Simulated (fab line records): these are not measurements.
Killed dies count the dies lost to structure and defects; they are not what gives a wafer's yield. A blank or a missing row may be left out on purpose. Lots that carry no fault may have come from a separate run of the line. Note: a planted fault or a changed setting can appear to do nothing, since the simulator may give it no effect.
A lot that was struck, set against a sound lot + flow nand harc + 41 steps out of a route of 1159
Sound: these wafers, L360.3, L360.5, L360.6. Struck: wafer L374.1. (L374.3, L374.4 of the same lot were not struck and are left out.) The cause comes at the end.
Order at every step that has rows: each side's tool, ch and its chambers, its first start. Under that, the readings that differ: sound wafers + struck wafers + difference of the means + sigmas: that difference in standard deviations of wafers without a fault.
alike: a reading whose means differ by less than 2 such deviations, as well as words and numbers matching on both sides. not compared: withheld readings; readings where some wafer has no value; bounds like >300 that might hide an equal value; numbers whose values overlap and for which the record gives no deviation.
Wherever a step has rows on one side only, a row that says differs or no value, or a row with sigmas, the two part there. Numbers that have no deviation but don't overlap get no sigmas and don't part them. A reading missing from all wafers of one side parts the sides only when that side holds two or more wafers.

first, 6 steps without rows for these wafers: NHARC_A_CONTACT_COAT_02 (resist thk 90 nm); NHARC_A_CONTACT_SOFTBAKE_03 (time 55 s); NHARC_A_CONTACT_EBR_04; NHARC_A_CONTACT_EXPOSE_05 (exposes mask A CC); NHARC_A_CONTACT_PEB_06 (peb time 65 s); NHARC_A_CONTACT_DEVELOP_07 (develop time 35 s).
NHARC_A_CONTACT_CD_MEAS_08 targets a cd of 100 nm.
  sound on cd sem-01 ch 0, day 18 16:48; struck on cd sem-03 ch 0, day 22 03:53
  alike: cd nm
NHARC_A_CONTACT_OVL_MEAS_09:
  struck on overlay-02, day 22 03:58; sound on overlay-02, day 18 16:53
| reading           | sound          | struck | difference | sigmas |
|-------------------|----------------|--------|------------|--------|
| overlay y nm (nm) | -1.2 -0.8 -1.2 | 0.4    | +1.5       | +2     |
  alike: overlay x nm
NHARC_A_CONTACT_INSPECT_10:
  struck on defect inspect-01, day 22 04:00; sound on defect inspect-01, day 18 16:55
  alike: raw defect count
then, 1 step without rows for these wafers: NHARC_A_CONTACT_DESCUM_13 (chemistry O2, time 3 s).
NHARC_A_CONTACT_ETCH_88: etches the open film in CF4, target depth 39 nm, time 65 s.
  sound on rie diel-08 ch 1,2,3, day 18 17:05; struck on rie diel-13 ch 1, day 22 04:10
  alike: bias w, drypump motor current A, oes product au, rf vpp V, showerhead plenum p Torr, throttle valve pct
  not compared: rf hours counter h
then, 1 step without rows for these wafers: NHARC_A_CONTACT_ETCH_89 (etches the open film in N2/H2, target depth 260 nm, time 475.3 s).
NHARC_A_CONTACT_ETCH_30: etches the open film in CF4/CHF3, target depth 60.5 nm, time 30.2 s.
  sound on rie diel-08 ch 0,1,3, day 18 17:32; struck on rie diel-13 ch 2, day 22 06:28
| reading      | sound             | struck | difference | sigmas |
|--------------|-------------------|--------|------------|--------|
| rf vpp V (V) | 371.1 375.5 372.2 | 368.1  | -4.8       | -2     |
  alike: bias w, drypump motor current A, oes product au, showerhead plenum p Torr, throttle valve pct
  not compared: rf hours counter h
then, 2 steps without rows for these wafers: NHARC_A_CONTACT_ETCH_31 (etches the open film in O2/COS, target depth 2000 nm, time 520 s); NHARC_A_CONTACT_ETCH_134 (etches the open film in C4F8/O2/Ar, time 140 s, target depth 700 nm).
NHARC_A_CONTACT_ETCH_135: etches the open film in C4F8/O2/Ar, time 132 s, target depth 1287 nm.
  sound on har cap etch-03 ch 0,1, day 18 18:22; struck on har cap etch-01 ch 0, day 22 07:13
| reading                | sound | struck | difference                   | sigmas |
|------------------------|-------|--------|------------------------------|--------|
| rf hours counter h (h) | - - - | 78     | no value on the sound wafers |        |
then, 1 step without rows for these wafers: NHARC_A_CONTACT_ETCH_136 (etches the open film in C4F8/O2/Ar, time 132 s, target depth 1287 nm).
NHARC_A_CONTACT_ETCH_137: etches the open film in C4F8/O2/Ar, time 132 s, target depth 1287 nm.
  sound on har cap etch-03 ch 0,1, day 18 18:37; struck on har cap etch-01 ch 0, day 22 07:28
| reading                | sound | struck | difference                   | sigmas |
|------------------------|-------|--------|------------------------------|--------|
| rf hours counter h (h) | - - - | 78     | no value on the sound wafers |        |
NHARC_A_CONTACT_ETCH_138: etches the open film in C4F8/O2/Ar, time 132 s, target depth 1289 nm.
  sound on har cap etch-03 ch 0,1, day 18 18:44; struck on har cap etch-01 ch 0, day 22 07:35
| reading                | sound | struck | difference                   | sigmas |
|------------------------|-------|--------|------------------------------|--------|
| rf hours counter h (h) | - - - | 78     | no value on the sound wafers |        |
then, 3 steps without rows for these wafers: NHARC_A_CONTACT_ETCH_139 (etches the open film in C4F8/O2/Ar, time 137 s, target depth 590 nm); NHARC_A_CONTACT_ETCH_92 (etches the open film in CH3F/O2, target depth 40 nm, time 85.7 s); NHARC_A_CONTACT_ETCH_98 (etches the open film in C4F6/O2, target depth 20 nm, time 10 s).
NHARC_A_CONTACT_CD_MEAS_15:
  struck on cd sem-03, day 22 08:20; sound on cd sem-03, day 18 19:27
  alike: cd nm
then, 3 steps without rows for these wafers: NHARC_A_CONTACT_STRIP_107 (strips in N2/H2); NHARC_A_CONTACT_STRIP_108 (strips in CF4/CHF3); NHARC_A_CONTACT_STRIP_109 (strips in O2/COS).
NHARC_A_CONTACT_ETCH_110: etches the open film in CF4/O2, target depth 50 nm, overetch 5 nm, time 27.5 s.
  sound on rie diel-08 ch 0,1, day 18 19:46; struck on rie diel-13 ch 3, day 22 08:43
| reading               | sound             | struck | difference | sigmas |
|-----------------------|-------------------|--------|------------|--------|
| oes product au (a.u.) | 0.971 0.976 1.006 | 1.029  | +0.045     | +3     |
  alike: bias w, drypump motor current A, rf vpp V, showerhead plenum p Torr, throttle valve pct
  not compared: rf hours counter h
then, 13 steps without rows for these wafers: NHARC_A_CONTACT_STRIP_26 (strips in O2); NHARC_A_CONTACT_STRIP_27 (strips in post etch residue remover, time 600 s); NHARC_A_CONTACT_ALD_18 (deposits TiN, target thk 3 nm, pulse time 1 s, ald cycles 150); NHARC_A_CONTACT_CVD_19 (deposits W, target thk 300 nm, time 802 s); NHARC_A_CONTACT_CMP_20 (polishes, t overpolish 30 s, target thk 300 nm); NHARC_A_CONTACT_SRD_22; NHARC_A_BLC_DEHYDRATE_00 (time 120 s); NHARC_A_BLC_HMDS_01 (time 30 s); NHARC_A_BLC_COAT_02 (time 75 s); NHARC_A_BLC_COAT_03 (time 65 s); NHARC_A_BLC_COAT_04 (resist thk 90 nm); NHARC_A_BLC_SOFTBAKE_05 (time 55 s); NHARC_A_BLC_EBR_06.
NHARC_END_SORT_01:
  here the record holds rows for the struck wafers (prober-02 ch 0, day 24 05:00) but none for the sound ones

## WHERE THEY PART
Earliest at NHARC_A_CONTACT_OVL_MEAS_09; latest, in this record, at NHARC_END_SORT_01.

WHY: the cause the simulator had injected
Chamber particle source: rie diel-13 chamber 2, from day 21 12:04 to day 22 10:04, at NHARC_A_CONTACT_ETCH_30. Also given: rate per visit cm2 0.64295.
